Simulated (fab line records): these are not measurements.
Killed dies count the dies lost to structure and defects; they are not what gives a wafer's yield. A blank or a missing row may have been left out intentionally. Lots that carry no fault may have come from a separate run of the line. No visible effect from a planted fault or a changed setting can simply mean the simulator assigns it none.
fab line records	flow nand_harc
record: lots: 6	wafers: 18	last_day: 24
route steps=1159 shown P_M1@315 P_M2@318 END@1159
lots untouched by any fault: they come from a run of this same line in which no faults occurred
start_h: hours from the record's opening day to when the first of the lot's shown wafers began	wait_h: hours elapsed since this lot's preceding step	" unchanged from the row above	L1.1+2: one row covering several wafers at once	- no value, or no start given	* or withheld: withheld	< > ~ a bound
route shown NAME@n: names a module that has steps shown in the file, with the first one's number in the route	usual: mean and standard deviation over wafers with no fault	same: alike in all rows	chamber/n: place in a boat	sites: per-site readings	_std_site: the standard deviation of these	_edge_site: inner sites' mean taken away from outer sites' mean	radius_mm: how far each site lies from the wafer's centre	mask NAME#n: copy n	behind: tool/chamber where the wafer was last shaped	hold: what put the lot on hold/how long, in hours/how the hold closed	device: the transistor (n, p or np) that didn't switch	end of line: tests of these same wafers at the route's end	for a step that has no rows: nothing shown but its recipe	killed: count of dies lost to structure and defects at first sort (not the wafer's yield)	map: a wafer's dies, x killed, . not, _ none there
set.NAME: the run value of the setting; set.NAME@STEP: its run value at that earlier step	model.NAME: the simulator's own value behind a step, which no gauge read
a table for each step, a row for each wafer; lots at some steps of the route
services: when a tool's chamber went out of use (start_h, in hours from the record's first day, below 0 if earlier), for how many hours, and the reason
== steps ==
step: NHARC_P_M1_INSPECT_27
usual: raw_defect_count: 321/140
lot.wafer	tool	chamber	start_h	wait_h	raw_defect_count
L961.3	defect_inspect-01	-	157.87	0.0	492
L961.4	"	-	"	"	699
L961.5	"	-	"	"	447
L965.1	defect_inspect-01	-	183.95	0.0	225
L965.4	"	-	"	"	213
L965.5	"	-	"	"	347
L973.3	defect_inspect-02	-	223.27	0.0	215
L973.5	"	-	"	"	127
L973.6	"	-	"	"	97
L972.2	defect_inspect-02	-	223.50	0.0	685
L972.4	"	-	"	"	374
L972.6	"	-	"	"	825
L978.4	defect_inspect-01	-	252.54	0.0	199
L978.5	"	-	"	"	143
L978.6	"	-	"	"	204
L977.2	defect_inspect-01	-	253.23	0.0	246
L977.3	"	-	"	"	305
L977.6	"	-	"	"	253
step: NHARC_P_M1_PRE_CLEAN_32
recipe: time_s: 12	temp_c: 370	rf_power_w: 300	gas: NH3
usual: heater_power_w: 620/110
lot.wafer	tool	chamber	start_h	wait_h	heater_power_w
L961.3	pecvd-04	1	158.00	0.1	608
L961.4	"	1	"	"	616
L961.5	"	0	"	"	730
L965.1	pecvd-03	1	184.02	0.1	800
L965.5	"	1	"	"	797
L965.4	"	2	"	"	550
L973.3	pecvd-04	1	223.33	0.1	555
L973.6	"	1	"	"	534
L973.5	"	0	"	"	683
L972.2	pecvd-02	2	223.60	0.1	769
L972.4	"	0	"	"	495
L972.6	"	2	"	"	745
L978.5	pecvd-02	2	252.65	0.1	703
L978.6	"	0	"	"	457
L978.4	"	1	"	"	562
L977.2	pecvd-02	2	253.30	0.1	742
L977.3	"	1	"	"	480
L977.6	"	2	"	"	717
step: NHARC_P_M1_DEP_33
recipe: target_thk_a: 300	temp_c: 370	target_thk_nm: 30	pressure_torr: 3	flow_sccm: 200	rf_w: 450	material: SiCN
usual: heater_power_w: 567/110
lot.wafer	tool	chamber	start_h	wait_h	heater_power_w
L961.3	pecvd-04	1	158.08	0.1	541
L961.4	"	1	"	"	544
L961.5	"	0	"	"	647
L965.1	pecvd-03	1	184.10	0.1	740
L965.5	"	1	"	"	723
L965.4	"	2	"	"	509
L973.3	pecvd-04	1	223.41	0.1	553
L973.6	"	1	"	"	568
L973.5	"	0	"	"	737
L972.2	pecvd-02	2	223.73	0.1	681
L972.4	"	0	"	"	359
L972.6	"	2	"	"	681
L978.5	pecvd-02	2	252.82	0.2	684
L978.6	"	0	"	"	387
L978.4	"	1	"	"	502
L977.2	pecvd-02	2	253.38	0.1	629
L977.3	"	1	"	"	423
L977.6	"	2	"	"	655
step: NHARC_P_M2_DEP_00
recipe: target_thk_a: 1825	target_thk_nm: 182.5	temp_c: withheld	pressure_torr: 5	flow_sccm: 200	rf_w: 600	material: SiOC
step: NHARC_P_M2_DEHYDRATE_01
recipe: temp_c: 150	time_s: 120
step: NHARC_P_M2_HMDS_02
recipe: time_s: 30
step: NHARC_P_M2_COAT_34
recipe: temp_c: 200	time_s: 65
step: NHARC_P_M2_COAT_03
recipe: spin_rpm: 1500	resist_thk_nm: 90
step: NHARC_P_M2_SOFTBAKE_04
recipe: temp_c: 105	time_s: 55
step: NHARC_P_M2_EBR_05
step: NHARC_P_M2_EXPOSE_06
recipe: na: 1.35	target_cd_nm: 170	dose_mj: 80.78	mask_id: P_M2
step: NHARC_P_M2_PEB_07
recipe: peb_temp_c: 100	peb_time_s: 65
usual: heater_power_total_W: 156.6/0.43	plate_temp_C: 100.00/0.14
lot.wafer	tool	chamber	start_h	wait_h	heater_power_total_W	plate_temp_C
L961.3	litho_track-06	0	159.23	0.0	157.1	100.02
L961.4	"	0	"	"	157.1	100.12
L961.5	"	0	"	"	156.3	100.10
L965.1	litho_track-04	0	185.27	0.1	156.4	100.15
L965.4	"	0	"	"	157.2	100.07
L965.5	"	0	"	"	156.1	100.06
L973.3	litho_track-06	0	224.56	0.0	170.3	106.27
L973.5	"	0	"	"	170.3	106.20
L973.6	"	0	"	"	169.2	106.18
L972.2	litho_track-01	0	224.80	0.1	157.2	99.87
L972.4	"	0	"	"	156.6	100.18
L972.6	"	0	"	"	157.1	100.17
L978.4	litho_track-06	0	253.87	0.0	170.3	106.01
L978.5	"	0	"	"	170.2	106.26
L978.6	"	0	"	"	170.0	105.94
L977.2	litho_track-04	0	254.55	0.1	156.9	100.08
L977.3	"	0	"	"	156.5	100.06
L977.6	"	0	"	"	156.6	100.03
step: NHARC_P_M2_DEVELOP_08
recipe: develop_time_s: 35	dev_temp_c: 23
step: NHARC_P_M2_CD_MEAS_09
recipe: target_cd_nm: 170	landing_energy_ev: 500
usual: cd_nm: 170.1/0.49
lot.wafer	tool	chamber	start_h	wait_h	cd_nm
L961.3	cd_sem-03	0	159.31	-	170.9
L961.4	"	0	"	"	170.2
L961.5	"	0	"	"	170.0
L965.1	cd_sem-03	0	185.35	-	169.7
L965.4	"	0	"	"	169.4
L965.5	"	0	"	"	169.7
L973.3	cd_sem-02	0	224.64	-	188.8
L973.5	"	0	"	"	188.9
L973.6	"	0	"	"	188.7
L972.2	cd_sem-03	0	224.88	-	170.5
L972.4	"	0	"	"	170.7
L972.6	"	0	"	"	170.9
L978.4	cd_sem-02	0	253.95	-	185.6
L978.5	"	0	"	"	185.4
L978.6	"	0	"	"	185.1
L977.2	cd_sem-02	0	254.63	-	170.4
L977.3	"	0	"	"	170.0
L977.6	"	0	"	"	169.8
step: NHARC_P_M2_OVL_MEAS_10
recipe: pitch_nm: 340
usual: overlay_x_nm: -0.1/0.77	overlay_y_nm: -0.1/0.82
lot.wafer	tool	chamber	start_h	wait_h	overlay_x_nm	overlay_y_nm
L961.3	overlay-02	-	159.39	-	1.2	-0.7
L961.4	"	-	"	"	0.9	-0.3
L961.5	"	-	"	"	0.2	0.0
L965.1	overlay-01	-	185.43	-	0.9	0.6
L965.4	"	-	"	"	1.0	0.1
L965.5	"	-	"	"	0.9	-0.1
L973.3	overlay-02	-	224.72	-	1.0	-1.4
L973.5	"	-	"	"	0.7	-1.0
L973.6	"	-	"	"	0.9	-1.2
L972.2	overlay-01	-	224.97	-	-1.2	0.5
L972.4	"	-	"	"	-1.5	0.6
L972.6	"	-	"	"	-0.9	0.4
L978.4	overlay-01	-	254.03	-	0.5	0.1
L978.5	"	-	"	"	0.7	0.3
L978.6	"	-	"	"	0.4	0.5
L977.2	overlay-02	-	254.71	-	-0.9	0.1
L977.3	"	-	"	"	-0.8	0.6
L977.6	"	-	"	"	-0.9	0.7
step: NHARC_P_M2_INSPECT_11
usual: raw_defect_count: 4.4/2.7
lot.wafer	tool	chamber	start_h	wait_h	raw_defect_count
L961.3	defect_inspect-02	-	159.43	0.0	4
L961.4	"	-	"	"	5
L961.5	"	-	"	"	9
L965.1	defect_inspect-02	-	185.47	0.0	6
L965.4	"	-	"	"	2
L965.5	"	-	"	"	0
L973.3	defect_inspect-01	-	224.76	0.0	6
L973.5	"	-	"	"	12
L973.6	"	-	"	"	10
L972.2	defect_inspect-01	-	225.00	0.0	2
L972.4	"	-	"	"	3
L972.6	"	-	"	"	2
L978.4	defect_inspect-01	-	254.07	0.0	2
L978.5	"	-	"	"	0
L978.6	"	-	"	"	0
L977.2	defect_inspect-02	-	254.75	0.0	6
L977.3	"	-	"	"	2
L977.6	"	-	"	"	2
step: NHARC_P_M2_DESCUM_14
recipe: time_s: 3	o2_flow_sccm: 200	ar_flow_sccm: 0	bias_power_w: 0	chemistry: O2
usual: drypump_motor_current_A: 5.64/0.22	oes_product_au: 0.999/0.0071	rf_vpp_V: 57.9/0.88	showerhead_plenum_p_Torr: 1.96/0.074	throttle_valve_pct: 11.310/0.009
lot.wafer	tool	chamber	start_h	wait_h	drypump_motor_current_A	oes_product_au	rf_hours_counter_h	rf_vpp_V	showerhead_plenum_p_Torr	throttle_valve_pct	model.P_M2.cd_nm
L961.3	rie_diel-03	1	159.49	0.1	5.46	0.998	4	58.1	2.02	11.305	170.1
L961.4	"	3	"	"	5.48	1.007	3	58.3	1.93	11.299	170
L961.5	"	1	"	"	5.42	0.992	-	59.0	2.02	11.318	170.3
L965.1	rie_diel-03	3	185.53	0.1	5.49	1.002	5	58.1	1.93	11.310	170.2
L965.4	"	2	"	"	5.74	1.001	5	58.6	2.04	11.317	169
L965.5	"	0	"	"	5.48	0.987	-	56.8	2.01	11.322	169.2
L973.3	rie_diel-03	0	224.83	0.1	5.49	0.997	0	57.5	2.01	11.315	188.9
L973.5	"	3	"	"	5.52	0.991	-	58.9	1.93	11.320	188.8
L973.6	"	0	"	"	5.46	0.989	-	57.2	2.01	11.318	188.6
L972.2	rie_diel-03	1	225.06	0.1	5.43	1.007	0	57.5	2.02	11.317	170.3
L972.4	"	2	"	"	5.75	0.984	0	59.0	2.04	11.317	170.4
L972.6	"	2	"	"	5.74	0.993	-	58.4	2.04	11.317	170.8
L978.4	rie_diel-03	3	254.13	0.1	5.50	0.997	1	58.2	1.93	11.332	185.4
L978.5	"	3	"	"	5.52	0.990	-	57.0	1.93	11.315	184.9
L978.6	"	0	"	"	5.42	0.992	-	57.3	2.01	11.316	185.2
L977.2	rie_diel-03	2	254.81	0.1	5.74	0.989	1	58.6	2.04	11.309	170.4
L977.3	"	1	"	"	5.47	1.001	1	57.9	2.02	11.300	169.7
L977.6	"	3	"	"	5.49	0.995	-	57.2	1.93	11.299	169.5
step: NHARC_P_M2_ETCH_35
recipe: target_depth_a: 400	overetch_a: 120	time_s: 43.94	ion_energy_ev: 200	n2_flow_sccm: 150	h2_flow_sccm: 150	ar_flow_sccm: 0	rf_w: 400	bias_w: 150	chemistry: N2/H2
usual: bias_w: 150.0/0.44	drypump_motor_current_A: 5.66/0.24	oes_product_au: 0.997/0.0069	rf_vpp_V: 431.9/2.4	showerhead_plenum_p_Torr: 2.09/0.084	throttle_valve_pct: 14.172/0.009
lot.wafer	tool	chamber	start_h	wait_h	bias_w	drypump_motor_current_A	oes_product_au	rf_hours_counter_h	rf_vpp_V	showerhead_plenum_p_Torr	throttle_valve_pct
L961.4	rie_diel-03	0	159.58	0.1	150.1	5.48	1.004	4	432.0	2.15	14.182
L961.3	"	3	"	"	150.3	5.48	1.008	3	430.3	2.06	14.163
L961.5	"	0	"	"	150.8	5.48	1.002	-	433.6	2.15	14.186
L965.1	rie_diel-03	1	185.62	0.1	150.1	5.42	0.996	5	434.0	2.15	14.181
L965.4	"	3	"	"	149.3	5.51	0.995	5	430.5	2.06	14.174
L965.5	"	1	"	"	150.0	5.44	0.984	-	432.9	2.15	14.160
L973.3	rie_diel-03	3	224.92	0.1	149.4	5.50	0.999	0	430.6	2.06	14.173
L973.6	"	0	"	"	149.6	5.48	0.996	-	432.8	2.15	14.174
L973.5	"	1	"	"	150.0	5.42	1.001	-	433.0	2.15	14.163
L972.2	rie_diel-03	0	225.15	0.1	150.1	5.45	0.990	0	432.2	2.15	14.177
L972.4	"	1	"	"	149.9	5.47	0.995	0	433.5	2.15	14.187
L972.6	"	0	"	"	149.6	5.45	0.988	-	433.4	2.15	14.152
L978.4	rie_diel-03	0	254.23	0.1	150.6	5.46	0.992	1	434.4	2.15	14.159
L978.6	"	1	"	"	150.9	5.42	1.001	-	433.2	2.15	14.172
L978.5	"	2	"	"	150.6	5.73	0.991	-	434.3	2.17	14.159
L977.3	rie_diel-03	3	254.90	0.1	149.9	5.50	1.003	1	430.8	2.05	14.161
L977.2	"	2	"	"	150.2	5.75	1.000	1	434.5	2.17	14.173
L977.6	"	3	"	"	149.8	5.49	1.013	-	431.0	2.05	14.173
step: NHARC_P_M2_ETCH_15
recipe: target_depth_a: 1825	time_s: 91.2	c4f8_flow_sccm: withheld	ar_flow_sccm: 400	rf_w: 600	bias_w: 300	chemistry: C4F8/Ar
usual: bias_w: 300.0/0.98	oes_product_au: 0.949/0.023	rf_vpp_V: 442.3/2.5
lot.wafer	tool	chamber	start_h	wait_h	bias_w	oes_product_au	rf_hours_counter_h	rf_vpp_V
L961.4	rie_diel-03	0	-	-	299.6	0.981	4	443.3
L961.3	"	2	"	"	297.8	0.961	4	443.8
L961.5	"	0	"	"	299.9	0.975	-	445.0
L965.4	rie_diel-03	2	-	-	299.7	0.975	5	443.1
L965.1	"	3	"	"	299.8	0.971	5	441.0
L965.5	"	2	"	"	298.2	0.971	-	444.0
L973.3	rie_diel-03	0	-	-	301.3	0.962	0	443.8
L973.5	"	0	"	"	299.8	0.971	-	444.4
L973.6	"	1	"	"	299.5	0.978	-	443.7
L972.2	rie_diel-03	2	-	-	299.1	0.960	0	444.9
L972.4	"	1	"	"	302.6	0.967	0	444.0
L972.6	"	2	"	"	298.8	0.959	-	444.6
L978.4	rie_diel-03	0	-	-	298.2	0.958	1	445.0
L978.5	"	1	"	"	299.7	0.965	-	443.5
L978.6	"	2	"	"	301.3	0.965	-	445.6
L977.3	rie_diel-03	1	-	-	299.6	0.989	1	443.1
L977.2	"	2	"	"	298.9	0.943	1	444.8
L977.6	"	0	"	"	299.6	0.975	-	444.4
step: NHARC_P_M2_CD_MEAS_16
usual: cd_nm: 170.0/0.63
lot.wafer	tool	chamber	start_h	wait_h	cd_nm
L961.3	cd_sem-02	-	159.80	-	170.0
L961.4	"	-	"	"	169.8
L961.5	"	-	"	"	170.0
L965.1	cd_sem-02	-	185.84	-	170.6
L965.4	"	-	"	"	168.6
L965.5	"	-	"	"	169.4
L973.3	cd_sem-03	-	225.13	-	188.8
L973.5	"	-	"	"	189.1
L973.6	"	-	"	"	188.5
L972.2	cd_sem-03	-	225.49	-	170.5
L972.4	"	-	"	"	170.2
L972.6	"	-	"	"	170.7
L978.4	cd_sem-03	-	254.44	-	184.9
L978.5	"	-	"	"	184.6
L978.6	"	-	"	"	184.8
L977.2	cd_sem-01	-	255.12	-	170.2
L977.3	"	-	"	"	169.4
L977.6	"	-	"	"	169.2
step: NHARC_P_M2_STRIP_18
recipe: power_w: 1000	n2_flow_sccm: 150	h2_flow_sccm: 150	ar_flow_sccm: 0	bias_w: 0	chemistry: N2/H2
usual: drypump_motor_current_A: 5.67/0.22	oes_product_au: 1.000/0.0079	power_w: 999.5/2.9	rf_vpp_V: 90.8/0.96	showerhead_plenum_p_Torr: 2.08/0.083	throttle_valve_pct: 14.172/0.009
same: bias_w: 0
lot.wafer	tool	chamber	start_h	wait_h	drypump_motor_current_A	oes_product_au	power_w	rf_hours_counter_h	rf_vpp_V	showerhead_plenum_p_Torr	throttle_valve_pct
L961.4	rie_diel-03	2	159.88	0.1	5.73	1.001	1000.5	4	91.6	2.18	14.178
L961.3	"	3	"	"	5.50	1.012	997.1	4	90.1	2.06	14.186
L961.5	"	2	"	"	5.74	1.006	1000.9	-	90.5	2.18	14.151
L965.1	rie_diel-07	0	185.91	0.1	5.82	0.997	1001.0	21	91.6	1.96	14.176
L965.4	"	1	"	"	5.86	1.003	1000.8	19	90.3	1.94	14.167
L965.5	"	1	"	"	5.86	1.003	994.6	-	90.2	1.94	14.175
L973.3	rie_diel-03	0	225.23	0.1	5.45	0.998	998.1	0	90.6	2.15	14.175
L973.5	"	3	"	"	5.51	1.012	997.3	-	92.0	2.06	14.171
L973.6	"	0	"	"	5.45	1.005	999.6	-	90.3	2.15	14.190
L972.4	rie_diel-03	1	225.61	0.1	5.43	1.007	999.0	0	92.7	2.15	14.171
L972.2	"	2	"	"	5.74	0.997	996.9	0	90.6	2.17	14.176
L972.6	"	3	"	"	5.50	0.991	1000.6	-	91.9	2.05	14.171
L978.4	rie_diel-03	2	254.50	0.1	5.73	1.002	1003.6	1	91.3	2.17	14.164
L978.5	"	2	"	"	5.75	1.013	1004.9	-	90.2	2.17	14.173
L978.6	"	3	"	"	5.51	0.998	1003.5	-	91.2	2.05	14.173
L977.3	rie_diel-03	0	255.24	0.1	5.46	1.005	1001.2	1	92.1	2.15	14.167
L977.2	"	1	"	"	5.44	1.009	1004.2	1	90.8	2.15	14.156
L977.6	"	2	"	"	5.73	1.001	997.0	-	91.8	2.17	14.179
step: NHARC_P_M2_ETCH_28
recipe: target_depth_a: 300	over_etch_frac: 0.3	time_s: 72.99	ion_energy_ev: 150	cf4_flow_sccm: 50	n2_flow_sccm: 100	ar_flow_sccm: 150	rf_w: 300	bias_w: 100	chemistry: CF4/N2
usual: bias_w: 100.02/0.3	drypump_motor_current_A: 5.66/0.22	oes_product_au: 1.000/0.0076	rf_vpp_V: 315.0/1.8	showerhead_plenum_p_Torr: 2.68/0.096	throttle_valve_pct: 19.795/0.0094
lot.wafer	tool	chamber	start_h	wait_h	bias_w	drypump_motor_current_A	oes_product_au	rf_hours_counter_h	rf_vpp_V	showerhead_plenum_p_Torr	throttle_valve_pct	model.P_M2.cd_nm
L961.4	rie_diel-03	2	-	-	99.61	5.75	1.006	4	317.0	2.79	19.791	169.8
L961.3	"	0	"	"	99.71	5.47	1.004	4	318.2	2.76	19.785	169.8
L961.5	"	3	"	"	100.10	5.48	1.010	-	315.0	2.64	19.778	170.1
L965.1	rie_diel-07	2	-	-	100.15	5.84	0.993	20	315.0	2.67	19.800	170.9
L965.4	"	3	"	"	99.95	5.55	0.990	20	313.9	2.67	19.806	169
L965.5	"	2	"	"	99.86	5.83	0.996	-	314.9	2.67	19.793	169.2
L973.3	rie_diel-03	3	-	-	100.08	5.49	1.002	0	313.7	2.64	19.792	188.8
L973.5	"	1	"	"	100.37	5.45	1.012	-	316.7	2.76	19.790	188.8
L973.6	"	2	"	"	100.05	5.76	1.000	-	315.5	2.79	19.785	188.1
L972.4	rie_diel-03	1	-	-	100.08	5.43	0.994	0	315.2	2.76	19.798	170.4
L972.2	"	0	"	"	99.94	5.45	0.999	0	316.7	2.75	19.795	170.4
L972.6	"	1	"	"	100.08	5.45	1.001	-	316.8	2.76	19.797	170.7
L978.4	rie_diel-03	0	-	-	100.13	5.45	1.003	1	314.9	2.76	19.801	185.2
L978.5	"	0	"	"	99.95	5.46	0.996	-	317.6	2.75	19.795	184.7
L978.6	"	1	"	"	100.16	5.45	0.997	-	315.9	2.76	19.792	184.9
L977.3	rie_diel-03	0	-	-	99.72	5.47	0.989	1	316.4	2.75	19.799	169.2
L977.2	"	3	"	"	100.25	5.50	1.006	1	314.8	2.64	19.793	169.6
L977.6	"	0	"	"	99.76	5.49	0.998	-	316.3	2.75	19.794	169.4
step: NHARC_P_M2_STRIP_19
recipe: time_s: 600	temp_c: 30	chemistry: post_etch_residue_remover
step: NHARC_END_SORT_01
recipe: temp_c: 25
usual: defect_limited_yield: 95.2/1.6	killed_at_array: 28/11	killed_at_other: 0.8/1.3	killed_at_periphery: 3.6/2.5	killed_dies: 32/11	killed_open: 3.0/1.8	killed_short: 2.0/1.5	sort_bin_2_pct: 1.5/0.66	sort_bin_3_pct: 0.25/0.23	sort_bin_4_pct: 3.0/1.1	sort_n_pass: 645/11	sort_rim_yield_pct: 96.0/2.9	sort_yield_pct: 95.2/1.6
same: gross_dies: 677	sort_bin_5_pct[%]: 0	sort_bin_6_pct[%]: 0	sort_bin_7_pct[%]: 0	sort_bin_8_pct[%]: 0	sort_rim_n_gross: 106.00
lot.wafer	tool	chamber	start_h	wait_h	defect_limited_yield[%]	killed_at_array	killed_at_other	killed_at_periphery	killed_dies	killed_open	killed_short	sort_bin_2_pct[%]	sort_bin_3_pct[%]	sort_bin_4_pct[%]	sort_n_pass	sort_rim_yield_pct[%]	sort_yield_pct[%]
L965.1	prober-02	0	508.52	2.5	95.1	29	1	3	33	1	2	1.8	0.30	2.8	644	95.3	95.1
L965.4	prober-02	0	510.91	3.4	94.8	29	0	6	35	5	2	1.9	0	3.2	642	95.3	94.8
L965.5	prober-02	0	511.71	3.7	95.4	30	0	1	31	3	2	1.8	0.15	2.7	646	98.1	95.4
L972.2	prober-02	0	532.76	2.8	93.6	39	1	3	43	4	1	2.5	0.59	3.2	634	98.1	93.6
L972.4	prober-02	0	534.36	3.4	91.7	52	1	3	56	1	1	3.1	1.03	4.1	621	98.1	91.7
L972.6	prober-02	0	535.95	4.0	93.5	39	1	4	44	3	0	1.8	0	4.7	633	90.6	93.5
killed by level:class
L965.1 A_SLIT:chamber_film_flake=16 A_WL_FILL:chamber_film_flake=5 P_GATE:chamber_film_flake=2 A_CHANNEL_HOLE_D1:chamber_film_flake=2 A_CONTACT:chamber_film_flake=2 A_SGD_CUT:geometric_particle:short=1 A_BLC:geometric_particle:open=1 P_M0:chamber_film_flake=1
L965.4 A_SLIT:chamber_film_flake=14 A_CHANNEL_HOLE_D1:chamber_film_flake=8 P_CONTACT:geometric_particle:open=2 P_BONDPAD:chamber_film_flake=2 A_WL_FILL:chamber_film_flake=2 P_CONTACT:geometric_particle:short=1 A_CHANNEL_HOLE_D1:geometric_particle:short=1 A_CHANNEL_HOLE_D1:geometric_particle:open=1
L965.5 A_SLIT:chamber_film_flake=13 A_CHANNEL_HOLE_D1:chamber_film_flake=6 A_STAIRCASE:chamber_film_flake=4 A_CONTACT:chamber_film_flake=2 P_CONTACT:geometric_particle:open=1 A_CHANNEL_HOLE_D1:geometric_particle:open=1 A_CHANNEL_FILL_D1:geometric_particle:short=1 A_CONTACT:geometric_particle:short=1
L972.2 A_SLIT:chamber_film_flake=17 A_CHANNEL_HOLE_D1:chamber_film_flake=14 A_STAIRCASE:chamber_film_flake=4 P_M2:chamber_film_flake=2 P_M0:geometric_particle:open=1 A_ONON_D1:geometric_particle:open=1 A_CHANNEL_FILL_D1:geometric_particle:open=1 A_CONTACT:geometric_particle:short=1
L972.4 A_CHANNEL_HOLE_D1:chamber_film_flake=26 A_SLIT:chamber_film_flake=16 A_CONTACT:chamber_film_flake=5 A_STAIRCASE:chamber_film_flake=4 P_M2:chamber_film_flake=2 P_M1:geometric_particle:open=1 A_M0:geometric_particle:short=1 THIN_TSV:chamber_film_flake=1
L972.6 A_SLIT:chamber_film_flake=19 A_CHANNEL_HOLE_D1:chamber_film_flake=12 A_CONTACT:chamber_film_flake=5 P_M2:chamber_film_flake=3 P_GATE:geometric_particle:open=1 A_CONTACT:geometric_particle:open=1 A_M1:geometric_particle:open=1 A_STAIRCASE:chamber_film_flake=1
== services ==
tool	chamber	start_h	hours	kind
pecvd-02	-	137.56	0.9	repair
rie_diel-07	1	137.77	4.4	repair
litho_track-04	-	141.00	7.0	pm
rie_diel-03	0	145.30	-	clean
rie_diel-03	1	145.30	-	clean
rie_diel-03	2	145.30	-	clean
rie_diel-03	3	145.30	-	clean
pecvd-02	-	153.03	13.0	pm
rie_diel-03	0	169.80	-	clean
rie_diel-03	1	169.80	-	clean
rie_diel-03	2	169.80	-	clean
rie_diel-03	3	169.80	-	clean
rie_diel-07	2	172.16	5.7	repair
pecvd-02	2	180.33	7.4	repair
rie_diel-03	0	194.30	-	clean
pecvd-04	-	195.21	13.0	pm
pecvd-03	1	203.19	12.2	repair
rie_diel-03	3	208.45	2.7	repair
rie_diel-03	-	215.30	9.0	pm
pecvd-03	-	217.27	2.7	repair
rie_diel-07	-	228.20	9.0	pm
pecvd-03	2	229.26	5.5	repair
pecvd-02	2	237.16	14.4	repair
rie_diel-07	2	245.51	4.1	repair
== key ==
first_sign: step: NHARC_P_M2_PEB_07	reading: plate_temp_C	direction: up	sigmas: 44	usual: *	struck: *
effect: step: NHARC_P_M2_PEB_07	reading: heater_power_total_W	direction: up	sigmas: 31	usual: *	struck: *
effect: step: NHARC_P_M2_CD_MEAS_09	reading: cd_nm	direction: up	sigmas: 35	usual: 170.1	struck: 187.1	through: control_loop
effect: step: NHARC_P_M2_CD_MEAS_16	reading: cd_nm	direction: up	sigmas: 27	usual: 170.0	struck: 186.8	through: control_loop
model_effect: step: NHARC_P_M2_DESCUM_14	value: P_M2.cd_nm	without: 170.4	struck: 187
model_effect: step: NHARC_P_M2_ETCH_28	value: P_M2.cd_nm	without: 170.2	struck: 186.7
met_at NHARC_P_M2_PEB_07
struck_wafers L973.3,L973.5,L973.6,L978.4,L978.5,L978.6
loop_trim: step: NHARC_P_M2_EXPOSE_06	setting: dose	lots: L978
onset_between 159.23 224.56
fault: kind: process_parameter_drift	tool: litho_track-06	chamber: -	onset_h: 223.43	steps: NHARC_P_M2_PEB_07	channel: peb_temp_c	offset: *	shape: step	end_h: 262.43	acts_in: *	stated: *
loop_trim: a control loop set the setting to another value than it would have without faults
